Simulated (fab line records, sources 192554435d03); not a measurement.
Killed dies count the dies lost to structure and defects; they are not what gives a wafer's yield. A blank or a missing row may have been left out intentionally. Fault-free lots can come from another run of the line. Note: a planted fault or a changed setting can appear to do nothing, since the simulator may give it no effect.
fab line records	flow n5Finfet
record: lots: 7	wafers: 21
route steps=1938 shown BEOL_M2@879 BEOL_M3@934 BEOL_M5@1117 BEOL_M6@1212 BEOL_M7@1289
startH: hours from the record's opening day to when the first of the lot's shown wafers began	waitH: hours elapsed since this lot's preceding step	" identical to the entry in the row above	L1.1+2: a row that stands for several wafers	- no value, or no start was given	* or withheld: withheld	< > ~ a bound
route shown NAME@n: names a module that has steps shown in the file, with the first one's number in the route	usual: mean/standard deviation of fault-free wafers	same: alike in all rows	chamber/n: place in a boat	sites: per-site readings	_std_site: standard deviation across them	_edge_site: outer sites' mean less inner sites'	radiusMm: how far each site lies from the wafer's centre	mask NAME#n: copy n	behind: the most recent tool/chamber to have shaped the wafer	hold: the reason the lot was held/the length of the hold in hours/how it ended	device: transistor that didn't switch, given as n, p or np	end of line: the same wafers' tests at the end of the route	where a step has no rows: the recipe by itself	killed: dies that structure and defects cost at the first sort, which is not the same as the wafer's yield	map: a wafer's dies, marking killed ones x, the rest . and places with no die _
set.NAME: the setting as run; set.NAME@STEP: as run at that earlier step	model.NAME: the simulator's own value behind a step, which no gauge read
lots run with intentionally changed settings; tables by step, rows by wafer
== steps ==
step: N5_BEOL_M2_DESCUM_33
recipe: chemistry: O2	timeS: 7	sourcePowerW: 50	biasPowerW: 20	pressureMtorr: 20	rfFrequencyHz: 2.712e+07	tempC: 40	resist: CAR-EUV	o2FlowSccm: 225
lot.wafer	tool	chamber	startH	waitH	set.timeS
L075.2+4+5	rieDiel-04	0,2,3	140.00	0.1	7
L077.1+5	rieDiel-02	2	158.27	0.0	7
L077.3	"	3	"	"	7.646
L080.2+5+6	rieDiel-01	3,2,1	170.61	0.3	7
L085.2+3+4	rieDiel-01	0,1,3	210.19	0.0	7
L095.3+4+6	rieDiel-01	3,1,2	273.16	0.0	7
L096.1+4	rieDiel-04	2,0	273.56	0.0	7.489
L096.3	"	3	"	"	7
L097.3+4	rieDiel-01	3,2	274.92	0.0	7
L097.5	"	0	"	"	7.85
step: N5_BEOL_M2_ETCH_77
recipe: chemistry: N2/H2	target: underlayer	targetDepthA: 65	maskMaterial: CAR-EUV	timeS: 5.2	ionEnergyEv: 200	pressureMtorr: 30	sourceW: 840	biasW: 150	n2FlowSccm: 200	h2FlowSccm: 200	ends: cleared
step: N5_BEOL_M2_ETCH_69
recipe: chemistry: CF4	target: SiARC	targetDepthA: 156	maskMaterial: CAR-EUV	timeS: 26	ionEnergyEv: 80	pressureMtorr: 40	sourceW: 545	biasW: 36	Ar_flow_sccm: 100	cf4FlowSccm: 100	ends: cleared
step: N5_BEOL_M2_ALD_98
recipe: material: SiO2	targetThkA: 25	tempC: 100	aldPrecursorFamily: BDEAS	aldCoReactant: O2-plasma	pulseTimeS: 1	coReactantPulseTimeS: 1	purgeTimeS: 2	coReactantPurgeTimeS: 2	aldCycles: 17	pressureTorr: 2
step: N5_BEOL_M2_ETCHBACK_99
recipe: chemistry: CHF3	target: SiO2	targetDepthA: 50	timeS: 10.4	sourceW: 215	biasW: 47	Ar_flow_sccm: 200	CHF3_flow_sccm: 12	ionEnergyEv: 100	pressureMtorr: 30
lot.wafer	tool	chamber	startH	waitH	set.timeS@BEOL_M2_DESCUM_33	model.CAR-EUV_of_BEOL_M2_COAT_22.thkNm
L075.2+5	rieDiel-04	1,0	151.64	11.5	7	10.4
L075.4	"	2	"	"	7	10.2
L077.1+5	rieDiel-01	3,1	161.06	2.6	7	10.4
L077.3	"	2	"	"	7.646	10
L080.2+5+6	rieDiel-02	2,2,3	172.29	1.5	7	10.4
L085.2+4	rieDiel-02	0,1	212.73	2.2	7	10.4
L085.3	"	3	"	"	7	10.6
L095.3+4+6	rieDiel-01	2,3,1	280.63	7.3	7	10.4
L096.1	rieDiel-01	1	281.42	7.7	7.489	10.2
L096.3	"	3	"	"	7	10.6
L096.4	"	0	"	"	7.489	10
L097.3	rieDiel-01	3	285.56	10.4	7	10.4
L097.4	"	1	"	"	7	10.2
L097.5	"	0	"	"	7.85	9.8
step: N5_BEOL_M2_VIA_ETCH_34
recipe: chemistry: C4F6/O2	targetDepthA: 694	maskMaterial: SOC	pressureMtorr: 15	ionEnergyEv: 250	taperDeg: 4	timeS: 65.9	sourceW: 350	biasW: 170	Ar_flow_sccm: 300	C4F6_flow_sccm: 10	O2_flow_sccm: 10
lot.wafer	tool	chamber	startH	waitH	set.timeS	model.etch.depthNm	model.SOC_of_BEOL_M2_COAT_67.thkNm
L075.2	rieDiel-04	1	151.78	0.0	65.9	68.83	51.4
L075.4	"	2	"	"	65.9	70.63	51.8
L075.5	"	0	"	"	61.78	65.77	52
L077.1	rieDiel-01	3	161.20	0.0	65.9	69.91	51.4
L077.3	"	2	"	"	65.9	69.25	51.6
L077.5	"	1	"	"	73.18	76.48	50.8
L080.2	rieDiel-02	2	172.43	0.0	65.9	65.4	52.6
L080.5	"	2	"	"	76.48	75.99	51.2
L080.6	"	3	"	"	65.9	69.01	51.8
L085.2	rieDiel-02	0	212.87	0.0	65.9	70.7	52
L085.3	"	3	"	"	65.9	70.73	51.2
L085.4	"	1	"	"	65.9	70.49	51.8
L095.3	rieDiel-01	2	280.77	0.0	65.9	68.67	51.8
L095.4	"	3	"	"	65.9	69.54	51.4
L095.6	"	1	"	"	58.09	61.21	52.4
L096.1	rieDiel-01	1	281.56	0.0	75.82	78.31	50.6
L096.3	"	3	"	"	65.9	68.88	51.8
L096.4	"	0	"	"	65.9	70.2	51.6
L097.3	rieDiel-01	3	285.70	0.0	65.9	69.46	51.6
L097.4	"	1	"	"	75.5	78.27	50.8
L097.5	"	0	"	"	65.9	70.19	51.8
step: N5_BEOL_M3_HM_DEP_02
recipe: material: TiN	targetThkA: 200	tempC: 25	chamberPressurePa: 0.49996
lot.wafer	tool	chamber	startH	waitH	set.targetThkA	model.TiN_of_BEOL_M3_HM_DEP_02.thkNm
L075.2	pvdSputter-03	-	156.78	0.3	200	20.4
L075.4	"	-	"	"	200	20.2
L075.5	"	-	"	"	222.4	22.6
L077.1+5	pvdSputter-01	-	166.12	0.4	211.9	21
L077.3	"	-	"	"	200	20.2
L080.2	pvdSputter-03	-	179.79	1.4	174.1	16.8
L080.5	"	-	"	"	200	19.4
L080.6	"	-	"	"	200	20
L085.2	pvdSputter-01	-	220.40	1.1	200	19.2
L085.3	"	-	"	"	200	19.8
L085.4	"	-	"	"	200	19.6
L095.3	pvdSputter-02	-	286.03	0.8	200	19.8
L095.4	"	-	"	"	200	19.6
L095.6	"	-	"	"	200	20
L096.1+3	pvdSputter-02	-	289.17	2.0	200	20
L096.4	"	-	"	"	208.3	21
L097.3	pvdSputter-03	-	290.39	0.0	184.7	18
L097.4+5	"	-	"	"	200	20.2
step: N5_BEOL_M3_COAT_05
recipe: resist: CAR-EUV	spinRpm: 1500	resistThkNm: 30
lot.wafer	tool	chamber	startH	waitH	set.spinRpm	model.CAR-EUV_of_BEOL_M3_COAT_05.thkNm
L075.2	lithoTrack-04	0	-	-	1345	31.6
L075.4+5	"	0	"	"	1500	30
L077.1+3+5	lithoTrack-01	0	-	-	1500	30
L080.2+5	lithoTrack-01	0	-	-	1500	30
L080.6	"	0	"	"	1369	31.4
L085.2+3+4	lithoTrack-04	0	-	-	1500	30
L095.3	lithoTrack-04	0	-	-	1574	29.2
L095.4+6	"	0	"	"	1500	30
L096.1	lithoTrack-02	0	-	-	1616	28.8
L096.3	"	0	"	"	1500	30
L096.4	"	0	"	"	1616	29
L097.3+5	lithoTrack-01	0	-	-	1500	30.2
L097.4	"	0	"	"	1444	30.6
step: N5_BEOL_M3_EBR_07
recipe: solvent: PGMEA	ebrWidthMm: 1.5
step: N5_BEOL_M3_SOFTBAKE_06
recipe: tempC: 110	timeS: 60	resist: CAR-EUV
step: N5_BEOL_M3_EXPOSE_08
recipe: maskId: M3	na: 0.33	sourceShape: dipole	sigmaInner: 0.369	sigmaOuter: 0.767	polarization: unpolarized	doseMj: 33
step: N5_BEOL_M3_PEB_09
recipe: pebTempC: 100	pebTimeS: 60	resist: CAR-EUV
step: N5_BEOL_M3_DEVELOP_10
recipe: developTimeS: 30	developer: TMAH	resist: CAR-EUV	rinseLiquid: surfactantRinse	dry: airSpin	devTempC: 23
lot.wafer	tool	chamber	startH	waitH	set.spinRpm@BEOL_M3_COAT_05	model.CAR-EUV_of_BEOL_M3_COAT_05.thkNm
L075.2	lithoTrack-01	0	-	-	1345	31.2
L075.4+5	"	0	"	"	1500	29.6
L077.1+3+5	lithoTrack-02	0	-	-	1500	29.6
L080.2	lithoTrack-02	0	-	-	1500	29.4
L080.5	"	0	"	"	1500	29.6
L080.6	"	0	"	"	1369	31
L085.2+3+4	lithoTrack-01	0	-	-	1500	29.6
L095.3	lithoTrack-02	0	-	-	1574	28.8
L095.4+6	"	0	"	"	1500	29.6
L096.1+4	lithoTrack-04	0	-	-	1616	28.4
L096.3	"	0	"	"	1500	29.6
L097.3+5	lithoTrack-04	0	-	-	1500	29.8
L097.4	"	0	"	"	1444	30.2
step: N5_BEOL_M3_STRIP_75
recipe: chemistry: N2/H2	tempC: 40	n2FlowSccm: 200	h2FlowSccm: 200	rfFrequencyHz: 6e+07
step: N5_BEOL_M3_STRIP_66
recipe: chemistry: CF4	resist: SiARC	powerW: 300	biasPowerW: 75	pressureMtorr: 50	cf4FlowSccm: 150	rfFrequencyHz: 6e+07
step: N5_BEOL_M3_HM_OPEN_17
recipe: chemistry: Cl2/BCl3	targetDepthA: 200	overetchA: 60	target: TiN	maskMaterial: SOC	ionEnergyEv: 150	pressureMtorr: 10	icpW: 1000	biasW: 126	Cl2_flow_sccm: 53.25	bcl3FlowSccm: 21.75	Ar_flow_sccm: 25
lot.wafer	tool	chamber	startH	waitH	set.targetThkA@BEOL_M3_HM_DEP_02	model.etch.depthNm
L075.2	rieMetal-03	1	157.54	0.0	200	20.35
L075.4	"	1	"	"	200	20.16
L075.5	"	1	"	"	222.4	22.51
L077.1	rieMetal-02	1	166.89	0.0	211.9	21
L077.3	"	0	"	"	200	20.23
L077.5	"	1	"	"	211.9	21.09
L080.2	rieMetal-02	1	180.55	0.0	174.1	16.86
L080.5	"	0	"	"	200	19.46
L080.6	"	1	"	"	200	19.93
L085.2	rieMetal-02	0	221.16	0.0	200	19.19
L085.3	"	0	"	"	200	19.75
L085.4	"	1	"	"	200	19.51
L095.3	rieMetal-02	0	286.82	0.1	200	19.8
L095.4	"	1	"	"	200	19.57
L095.6	"	0	"	"	200	19.96
L096.1	rieMetal-03	0	290.26	0.0	200	20.08
L096.3	"	1	"	"	200	20.02
L096.4	"	0	"	"	208.3	21.01
L097.3	rieMetal-01	1	292.11	0.1	184.7	18.05
L097.4	"	0	"	"	200	20.22
L097.5	"	1	"	"	200	20.18
step: N5_BEOL_M3_STRIP_19
recipe: chemistry: O2	powerW: 400	tempC: 40	pressureMtorr: 30	rfFrequencyHz: 6e+07	biasPowerW: 0	overashFraction: 0.2	o2FlowSccm: 225
step: N5_BEOL_M3_STRIP_83
recipe: chemistry: C4F6/O2	resist: SiARC	rfFrequencyHz: 6e+07
step: N5_BEOL_M3_STRIP_36
recipe: chemistry: N2/H2	powerW: 450	tempC: 40	pressureMtorr: 20	rfFrequencyHz: 6e+07	overashFraction: 0.3	biasPowerW: 7	h2Frac: 0.5	n2FlowSccm: 200	h2FlowSccm: 200
step: N5_BEOL_M3_TRENCH_ETCH_37
recipe: chemistry: C4F6/O2	targetDepthA: 555.55	target: SiOC	timeS: 29.2	ionEnergyEv: 250	pressureMtorr: 30	sourceW: 355	biasW: 185	Ar_flow_sccm: 300	C4F6_flow_sccm: 10	O2_flow_sccm: 10
lot.wafer	tool	chamber	startH	waitH	set.targetThkA@BEOL_M3_HM_DEP_02	model.TiN_of_BEOL_M3_HM_DEP_02.thkNm
L075.2	rieDiel-06	1	-	-	200	18
L075.4	"	2	"	"	200	17.8
L075.5	"	1	"	"	222.4	20.2
L077.1	rieDiel-06	2	-	-	211.9	18.6
L077.3	"	1	"	"	200	17.8
L077.5	"	1	"	"	211.9	18.8
L080.2	rieDiel-06	1	-	-	174.1	14.6
L080.5	"	0	"	"	200	17.2
L080.6	"	1	"	"	200	17.6
L085.2	rieDiel-03	3	-	-	200	16.8
L085.3	"	0	"	"	200	17.4
L085.4	"	1	"	"	200	17.2
L095.3	rieDiel-05	2	-	-	200	17.6
L095.4	"	1	"	"	200	17.2
L095.6	"	2	"	"	200	17.8
L096.1	rieDiel-06	1	-	-	200	17.8
L096.3	"	3	"	"	200	17.6
L096.4	"	2	"	"	208.3	18.6
L097.3	rieDiel-03	1	-	-	184.7	15.8
L097.4+5	"	2,1	"	"	200	17.8
step: N5_BEOL_M5_COAT_59
recipe: resist: SOC	tempC: 250	timeS: 60	spinRpm: 1500	resistThkNm: 60
lot.wafer	tool	chamber	startH	waitH	set.spinRpm	model.SOC_of_BEOL_M5_COAT_59.thkNm
L075.2+4+5	lithoTrack-05	0	188.05	0.1	1500	59.8
L077.1+5	lithoTrack-04	0	199.15	0.1	1500	60
L077.3	"	0	"	"	1500	60.2
L080.2	lithoTrack-05	0	215.50	0.1	1347	63.6
L080.5	"	0	"	"	1500	60
L080.6	"	0	"	"	1347	63.2
L085.2+4	lithoTrack-04	0	252.90	0.1	1500	60
L085.3	"	0	"	"	1500	59.8
L095.3+4+6	lithoTrack-04	0	311.37	0.1	1500	60.2
L096.1+4	lithoTrack-05	0	318.17	0.1	1396	62
L096.3	"	0	"	"	1500	60.2
L097.3	lithoTrack-04	0	318.92	0.1	1500	60
L097.4	"	0	"	"	1662	56.8
L097.5	"	0	"	"	1662	57
step: N5_BEOL_M5_COAT_60
recipe: resist: SiARC	tempC: 220	timeS: 60	spinRpm: 1500	resistThkNm: 12
step: N5_BEOL_M5_COAT_71
recipe: resist: underlayer	tempC: 205	timeS: 60	spinRpm: 1500	resistThkNm: 5
step: N5_BEOL_M5_ETCH_72
recipe: chemistry: N2/H2	target: underlayer	targetDepthA: 65	maskMaterial: CAR-EUV	timeS: 5.2	ionEnergyEv: 200	pressureMtorr: 30	sourceW: 840	biasW: 150	n2FlowSccm: 200	h2FlowSccm: 200	ends: cleared
step: N5_BEOL_M5_ETCH_61
recipe: chemistry: CF4	target: SiARC	targetDepthA: 156	maskMaterial: CAR-EUV	timeS: 26	ionEnergyEv: 80	pressureMtorr: 40	sourceW: 545	biasW: 36	Ar_flow_sccm: 100	cf4FlowSccm: 100	ends: cleared
step: N5_BEOL_M5_ETCH_62
recipe: chemistry: N2/H2	target: SOC	targetDepthA: 750	overetchA: 150	maskMaterial: SiARC	tempC: 40	timeS: 112.5	ionEnergyEv: 200	pressureMtorr: 30	sourceW: 840	biasW: 150	n2FlowSccm: 200	h2FlowSccm: 200
lot.wafer	tool	chamber	startH	waitH	set.spinRpm@BEOL_M5_COAT_59	model.etch.depthNm
L075.2	rieDiel-06	1	188.64	0.0	1500	59.76
L075.4	"	3	"	"	1500	59.83
L075.5	"	1	"	"	1500	59.71
L077.1	rieDiel-05	0	199.74	0.0	1500	59.95
L077.3	"	3	"	"	1500	60.11
L077.5	"	3	"	"	1500	60.02
L080.2	rieDiel-06	1	216.09	0.0	1347	63.51
L080.5	"	0	"	"	1500	59.94
L080.6	"	1	"	"	1347	63.21
L085.2	rieDiel-06	0	253.98	0.0	1500	59.98
L085.3	"	1	"	"	1500	59.77
L085.4	"	2	"	"	1500	59.95
L095.3	rieDiel-06	0	311.96	0.0	1500	60.19
L095.4	"	2	"	"	1500	60.28
L095.6	"	3	"	"	1500	60.21
L096.1	rieDiel-03	0	318.75	0.0	1396	62.04
L096.3	"	2	"	"	1500	60.1
L096.4	"	3	"	"	1396	62.03
L097.3	rieDiel-06	2	319.62	0.0	1500	59.95
L097.4	"	0	"	"	1662	56.85
L097.5	"	3	"	"	1662	56.94
step: N5_BEOL_M6_ETCH_62
recipe: chemistry: N2/H2	target: SOC	targetDepthA: 1100	overetchA: 220	maskMaterial: SiARC	tempC: 40	timeS: 165	ionEnergyEv: 200	pressureMtorr: 30	sourceW: 840	biasW: 150	n2FlowSccm: 200	h2FlowSccm: 200
usual: rfVppV: 524.7/2.4
lot.wafer	tool	chamber	startH	waitH	set.biasW	rfVppV
L075.2	rieDiel-02	1	198.79	0.0	150	524.0
L075.4	"	0	"	"	150	521.6
L075.5	"	1	"	"	138.5	499.4
L077.1	rieDiel-04	2	212.04	0.0	167.8	563.4
L077.3	"	3	"	"	150	527.2
L077.5	"	2	"	"	150	524.1
L080.2	rieDiel-04	3	227.75	0.0	150	526.2
L080.5	"	0	"	"	150	529.3
L080.6	"	2	"	"	150	525.5
L085.2	rieDiel-01	3	266.29	0.0	150	520.7
L085.3	"	1	"	"	150	520.5
L085.4	"	0	"	"	150	520.8
L095.3	rieDiel-02	2	324.94	0.0	150	526.8
L095.4	"	0	"	"	150	521.4
L095.6	"	2	"	"	150	526.3
L097.3	rieDiel-02	0	334.08	0.0	150	520.5
L097.4	"	2	"	"	170.1	569.4
L097.5	"	1	"	"	150	524.3
L096.1	rieDiel-02	1	338.36	0.0	150	524.3
L096.3	"	3	"	"	159.1	543.9
L096.4	"	2	"	"	159.1	545.8
step: N5_BEOL_M6_COAT_64
recipe: resist: SiARC	tempC: 220	timeS: 60	spinRpm: 1500	resistThkNm: 12
lot.wafer	tool	chamber	startH	waitH	set.spinRpm	model.SiARC_of_BEOL_M6_COAT_64.thkNm
L075.2+4+5	lithoTrack-01	0	-	-	1500	12
L077.1	lithoTrack-01	0	-	-	1500	12
L077.3+5	"	0	"	"	1562	11.8
L080.2+5	lithoTrack-03	0	-	-	1500	12
L080.6	"	0	"	"	1410	12.4
L085.2+3+4	lithoTrack-02	0	-	-	1500	12
L095.3+6	lithoTrack-02	0	-	-	1500	12
L095.4	"	0	"	"	1599	11.6
L097.3+4	lithoTrack-02	0	-	-	1500	12
L097.5	"	0	"	"	1356	12.6
L096.1+4	lithoTrack-03	0	-	-	1446	12.2
L096.3	"	0	"	"	1500	12
step: N5_BEOL_M6_COAT_71
recipe: resist: underlayer	tempC: 205	timeS: 60	spinRpm: 1500	resistThkNm: 5
step: N5_BEOL_M6_COAT_22
recipe: resist: CAR-EUV	spinRpm: 1500	resistThkNm: 30
step: N5_BEOL_M6_DESCUM_33
recipe: chemistry: O2	timeS: 7	sourcePowerW: 50	biasPowerW: 20	pressureMtorr: 20	rfFrequencyHz: 2.712e+07	tempC: 40	resist: CAR-EUV	o2FlowSccm: 225
step: N5_BEOL_M6_ETCH_72
recipe: chemistry: N2/H2	target: underlayer	targetDepthA: 65	maskMaterial: CAR-EUV	timeS: 5.2	ionEnergyEv: 200	pressureMtorr: 30	sourceW: 840	biasW: 150	n2FlowSccm: 200	h2FlowSccm: 200	ends: cleared
step: N5_BEOL_M6_ETCH_65
recipe: chemistry: CF4	target: SiARC	targetDepthA: 156	maskMaterial: CAR-EUV	timeS: 26	ionEnergyEv: 80	pressureMtorr: 40	sourceW: 545	biasW: 36	Ar_flow_sccm: 100	cf4FlowSccm: 100	ends: cleared
lot.wafer	tool	chamber	startH	waitH	set.spinRpm@BEOL_M6_COAT_64	model.etch.depthNm
L075.2+4+5	rieDiel-02	2,0,2	200.88	0.0	1500	12.03
L077.1	rieDiel-04	2	215.19	0.0	1500	12.05
L077.3	"	3	"	"	1562	11.81
L077.5	"	2	"	"	1562	11.73
L080.2	rieDiel-02	1	230.67	0.0	1500	11.99
L080.5	"	3	"	"	1500	12.02
L080.6	"	2	"	"	1410	12.35
L085.2	rieDiel-01	2	267.73	0.0	1500	12.08
L085.3+4	"	0,1	"	"	1500	12
L095.3	rieDiel-01	0	326.88	0.0	1500	12.01
L095.4	"	2	"	"	1599	11.62
L095.6	"	0	"	"	1500	12.02
L097.3	rieDiel-01	0	337.46	0.0	1500	12.02
L097.4	"	1	"	"	1500	12.04
L097.5	"	2	"	"	1356	12.64
L096.1	rieDiel-02	2	341.15	0.0	1446	12.2
L096.3	"	3	"	"	1500	11.98
L096.4	"	0	"	"	1446	12.21
step: N5_BEOL_M7_COAT_71
recipe: resist: underlayer	tempC: 205	timeS: 60	spinRpm: 1500	resistThkNm: 5
lot.wafer	tool	chamber	startH	waitH	set.spinRpm
L075.2	lithoTrack-04	0	-	-	1442
L075.4+5	"	0	"	"	1500
L077.1+3	lithoTrack-03	0	-	-	1500
L077.5	"	0	"	"	1584
L080.2+5+6	lithoTrack-04	0	-	-	1500
L085.2+3+4	lithoTrack-05	0	-	-	1500
L095.3+6	lithoTrack-04	0	-	-	1543
L095.4	"	0	"	"	1500
L097.3+5	lithoTrack-05	0	-	-	1395
L097.4	"	0	"	"	1500
L096.1+3	lithoTrack-05	0	-	-	1599
L096.4	"	0	"	"	1500
step: N5_BEOL_M7_COAT_22
recipe: resist: CAR-EUV	spinRpm: 1500	resistThkNm: 30
step: N5_BEOL_M7_EBR_24
recipe: solvent: PGMEA	ebrWidthMm: 1.5
step: N5_BEOL_M7_DESCUM_33
recipe: chemistry: O2	timeS: 7	sourcePowerW: 50	biasPowerW: 20	pressureMtorr: 20	rfFrequencyHz: 2.712e+07	tempC: 40	resist: CAR-EUV	o2FlowSccm: 225
step: N5_BEOL_M7_ETCH_72
recipe: chemistry: N2/H2	target: underlayer	targetDepthA: 65	maskMaterial: CAR-EUV	timeS: 5.2	ionEnergyEv: 200	pressureMtorr: 30	sourceW: 840	biasW: 150	n2FlowSccm: 200	h2FlowSccm: 200	ends: cleared
lot.wafer	tool	chamber	startH	waitH	set.spinRpm@BEOL_M7_COAT_71	model.etch.depthNm
L075.2	rieDiel-05	0	211.24	0.0	1442	5.125
L075.4	"	2	"	"	1500	5.023
L075.5	"	1	"	"	1500	5.037
L077.1	rieDiel-05	3	222.28	0.0	1500	5.023
L077.3	"	2	"	"	1500	5.01
L077.5	"	0	"	"	1584	4.903
L080.2	rieDiel-06	1	239.51	0.0	1500	5.013
L080.5	"	1	"	"	1500	5.008
L080.6	"	3	"	"	1500	5.012
L085.2	rieDiel-05	0	275.49	0.0	1500	4.992
L085.3	"	1	"	"	1500	4.998
L085.4	"	2	"	"	1500	5.007
L095.3	rieDiel-06	0	337.44	0.0	1543	4.943
L095.4	"	1	"	"	1500	5.017
L095.6	"	2	"	"	1543	4.952
L097.3	rieDiel-03	3	350.18	0.0	1395	5.175
L097.4	"	0	"	"	1500	5.002
L097.5	"	3	"	"	1395	5.18
L096.1	rieDiel-06	0	350.19	0.0	1599	4.834
L096.3	"	3	"	"	1599	4.838
L096.4	"	2	"	"	1500	4.986
== key ==
split: step: N5_BEOL_M2_DESCUM_33	setting: timeS	stated: 7	by: wafer
response: step: N5_BEOL_M2_ETCHBACK_99	reading: model.CAR-EUV_of_BEOL_M2_COAT_22.thkNm	change: -0.0471	per: 1%	r: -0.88
split: step: N5_BEOL_M2_VIA_ETCH_34	setting: timeS	stated: 65.9	by: wafer
response: step: N5_BEOL_M2_VIA_ETCH_34	reading: model.etch.depthNm	change: +0.592	per: 1%	r: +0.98
response: step: N5_BEOL_M2_VIA_ETCH_34	reading: model.SOC_of_BEOL_M2_COAT_67.thkNm	change: -0.0656	per: 1%	r: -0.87
split: step: N5_BEOL_M3_HM_DEP_02	setting: targetThkA	stated: 200	by: wafer
response: step: N5_BEOL_M3_HM_DEP_02	reading: model.TiN_of_BEOL_M3_HM_DEP_02.thkNm	change: +0.22	per: 1%	r: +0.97
response: step: N5_BEOL_M3_HM_OPEN_17	reading: model.etch.depthNm	change: +0.216	per: 1%	r: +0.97
response: step: N5_BEOL_M3_TRENCH_ETCH_37	reading: model.TiN_of_BEOL_M3_HM_DEP_02.thkNm	change: +0.214	per: 1%	r: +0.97
split: step: N5_BEOL_M3_COAT_05	setting: spinRpm	stated: 1500	by: wafer
response: step: N5_BEOL_M3_COAT_05	reading: model.CAR-EUV_of_BEOL_M3_COAT_05.thkNm	change: -0.152	per: 1%	r: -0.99
response: step: N5_BEOL_M3_DEVELOP_10	reading: model.CAR-EUV_of_BEOL_M3_COAT_05.thkNm	change: -0.158	per: 1%	r: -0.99
split: step: N5_BEOL_M5_COAT_59	setting: spinRpm	stated: 1500	by: wafer
response: step: N5_BEOL_M5_COAT_59	reading: model.SOC_of_BEOL_M5_COAT_59.thkNm	change: -0.3	per: 1%	r: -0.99
response: step: N5_BEOL_M5_ETCH_62	reading: model.etch.depthNm	change: -0.302	per: 1%	r: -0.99
split: step: N5_BEOL_M6_ETCH_62	setting: biasW	stated: 150	by: wafer
response: step: N5_BEOL_M6_ETCH_62	reading: rfVppV	change: +3.32	per: 1%	r: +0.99
split: step: N5_BEOL_M6_COAT_64	setting: spinRpm	stated: 1500	by: wafer
response: step: N5_BEOL_M6_COAT_64	reading: model.SiARC_of_BEOL_M6_COAT_64.thkNm	change: -0.0612	per: 1%	r: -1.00
response: step: N5_BEOL_M6_ETCH_65	reading: model.etch.depthNm	change: -0.0623	per: 1%	r: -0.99
split: step: N5_BEOL_M7_COAT_71	setting: spinRpm	stated: 1500	by: wafer
response: step: N5_BEOL_M7_ETCH_72	reading: model.etch.depthNm	change: -0.0233	per: 1%	r: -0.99
